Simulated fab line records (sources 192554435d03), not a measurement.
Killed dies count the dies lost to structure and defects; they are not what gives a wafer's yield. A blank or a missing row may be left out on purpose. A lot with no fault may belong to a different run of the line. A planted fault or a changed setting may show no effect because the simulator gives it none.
The tool behind it: which one? :: flow n5-finfet :: 11 lots with 33 wafers sampled at 3 steps, on a route of 1938 steps

== WHAT THE GAUGES READ, wafer by wafer ==
N5_ILD0_INSPECT_06: inspects for defects (darkfield).
lot: L075
measured: day 3 21:15
on: defect-inspect-02
raw-defect-count: 36 38 33

lot: L077
measured: day 4 11:08
on: defect-inspect-01
raw-defect-count: 68 87 36

lot: L079
measured: day 5 00:46
on: defect-inspect-01
raw-defect-count: 52 31 33

lot: L082
measured: day 5 16:23
on: defect-inspect-01
raw-defect-count: 47 66 39

lot: L084
measured: day 6 03:31
on: defect-inspect-02
raw-defect-count: 21 39 17

lot: L086
measured: day 6 21:58
on: defect-inspect-02
raw-defect-count: 56 44 24

lot: L088
measured: day 7 04:43
on: defect-inspect-01
raw-defect-count: 24 27 30

lot: L090
measured: day 7 18:24
on: defect-inspect-01
raw-defect-count: 15 44 18

lot: L092
measured: day 8 04:34
on: defect-inspect-01
raw-defect-count: 35 70 29

lot: L094
measured: day 8 18:01
on: defect-inspect-02
raw-defect-count: 38 32 26

lot: L096
measured: day 9 08:22
on: defect-inspect-01
raw-defect-count: 27 28 28

== WHICH TOOL RAN EACH LOT (tool, then ch and the chambers of the sampled wafers, then the start) ==
lot: L075
N5_SD_EPI_N_LINER_46: ald-sin-01 ch 0,2, day 3 09:49
N5_SD_EPI_P_ETCHBACK_46: rie-diel-04 ch 0,3, day 3 10:51

lot: L077
N5_SD_EPI_N_LINER_46: ald-sin-03 ch 1,3, day 3 23:35
N5_SD_EPI_P_ETCHBACK_46: rie-diel-01 ch 2,3, day 4 00:37

lot: L079
N5_SD_EPI_N_LINER_46: ald-sin-04 ch 1,2,3, day 4 12:10
N5_SD_EPI_P_ETCHBACK_46: rie-diel-06 ch 1,2, day 4 13:28

lot: L082
N5_SD_EPI_N_LINER_46: ald-sin-01 ch 0,1,2, day 5 04:55
N5_SD_EPI_P_ETCHBACK_46: rie-diel-06 ch 1,2,3, day 5 06:01

lot: L084
N5_SD_EPI_N_LINER_46: ald-sin-03 ch 0,2,3, day 5 15:31
N5_SD_EPI_P_ETCHBACK_46: rie-diel-01 ch 1,2, day 5 16:40

lot: L086
N5_SD_EPI_N_LINER_46: ald-sin-04 ch 0,1,2, day 6 09:24
N5_SD_EPI_P_ETCHBACK_46: rie-diel-04 ch 1,2,3, day 6 11:16

lot: L088
N5_SD_EPI_N_LINER_46: ald-sin-04 ch 1,2,3, day 6 17:18
N5_SD_EPI_P_ETCHBACK_46: rie-diel-01 ch 1,3, day 6 18:20

lot: L090
N5_SD_EPI_N_LINER_46: ald-sin-04 ch 0,3, day 7 06:25
N5_SD_EPI_P_ETCHBACK_46: rie-diel-01 ch 0,2,3, day 7 07:27

lot: L092
N5_SD_EPI_N_LINER_46: ald-sin-03 ch 1,3, day 7 16:20
N5_SD_EPI_P_ETCHBACK_46: rie-diel-06 ch 1,2,3, day 7 17:23

lot: L094
N5_SD_EPI_N_LINER_46: ald-sin-03 ch 0,3, day 8 04:46
N5_SD_EPI_P_ETCHBACK_46: rie-diel-06 ch 0,1, day 8 05:55

lot: L096
N5_SD_EPI_N_LINER_46: ald-sin-04 ch 1,2,3, day 8 20:12
N5_SD_EPI_P_ETCHBACK_46: rie-diel-04 ch 1,2,3, day 8 21:14
- N5_SD_EPI_N_LINER_46: material SiNx, target thk 3 nm.
- N5_SD_EPI_P_ETCHBACK_46: etches SiNx in CH3F/O2, stops on SiO2, target depth 17.5 nm.

== THE ANSWER, worked out from the rows above alone ==
Rule: usual is defined by the lots themselves. Put in order of their means at a reading, lots are off if they are a third of the lots or fewer, leave a main group of 4 or more, and stand apart from it by a gap of 3 or more times the standard deviation of the main group's means; of several such gaps the widest counts. Not used: any main group whose means are identical at the precision the tables above print for the reading. A lot without any number at a reading at which 4 lots or more have one is off too. Any other lot the step has rows for is counted as sound.
No lot is off at any reading shown: from this, nothing can be told.

== WHAT HAD BEEN PUT IN BY THE SIMULATOR ==
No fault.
